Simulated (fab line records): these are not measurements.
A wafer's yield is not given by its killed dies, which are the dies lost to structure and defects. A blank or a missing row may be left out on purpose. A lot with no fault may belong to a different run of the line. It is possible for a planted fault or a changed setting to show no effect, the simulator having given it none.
Chamber matching -- flow n5 finfet -- N5_BEOL_M6_CURE_75 on uv cure-03: 3 sister chambers
The step cures SiCOH lowk, time 120 s. 16 wafers are shown with their chamber, then 8 later ones without.

== WAFERS WITH THEIR CHAMBER ==
wafer,chamber,wafer_temp_C_max,lamp power pct (%)
L074.1,2,371.8,52.43
L074.3,2,371.7,52.29
L074.6,2,371.4,52.30
L080.1,2,371.2,52.26
L080.4,2,371.9,52.30
L080.5,2,371.2,52.37
L085.1,0,371.3,52.32
L085.2,0,370.8,52.20
L085.3,0,370.9,52.34
L088.2,0,371.5,52.41
L088.3,0,371.1,52.33
L088.5,0,370.9,52.36
L090.1,1,372.1,52.38
L090.3,1,372.8,52.26
L090.4,1,372.7,52.35
L094.3,2,371.4,52.23

SIGNATURES (means of the wafers above)
reading,chamber 0,chamber 1,chamber 2,scatter within a chamber
wafer_temp_C_max,371.083,372.533,371.514,0.297
lamp power pct,52.3267,52.3300,52.3114,0.0677
Rule: for a wafer and a chamber, the distance is found by dividing, reading by reading, the gap between the wafer's reading and the chamber's mean by the reading's scatter, squaring, summing and taking the root. The wafer belongs to the nearest chamber; if the next one is less than 2 further off, it can't be placed. The scatter: the root of (the sum of the squares of (reading less its chamber's mean) over the shown wafers, divided by (wafers less chambers)).

== WAFERS WITH NO CHAMBER GIVEN ==
wafer,wafer_temp_C_max,lamp power pct (%)
L094.4,371.5,52.45
L094.5,371.0,52.29
L095.1,371.5,52.32
L095.2,371.9,52.27
L095.6,371.3,52.34
L097.1,371.5,52.29
L097.2,372.0,52.36
L097.5,371.5,52.41

== WHICH CHAMBER EACH ONE RAN IN ==
wafer,from the rows above,in truth
L094.4,can't be placed: 2 or 0 or 1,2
L094.5,can't be placed: 0 or 2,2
L095.1,can't be placed: 2 or 0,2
L095.2,can't be placed: 2 or 1 or 0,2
L095.6,can't be placed: 0 or 2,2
L097.1,can't be placed: 2 or 0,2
L097.2,can't be placed: 2 or 1 or 0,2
L097.5,can't be placed: 2 or 0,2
Correctly placed: 0 of 8. Can't be placed from these rows: 8 (the true chamber is among the candidates in 8). Number placed wrongly: 0.
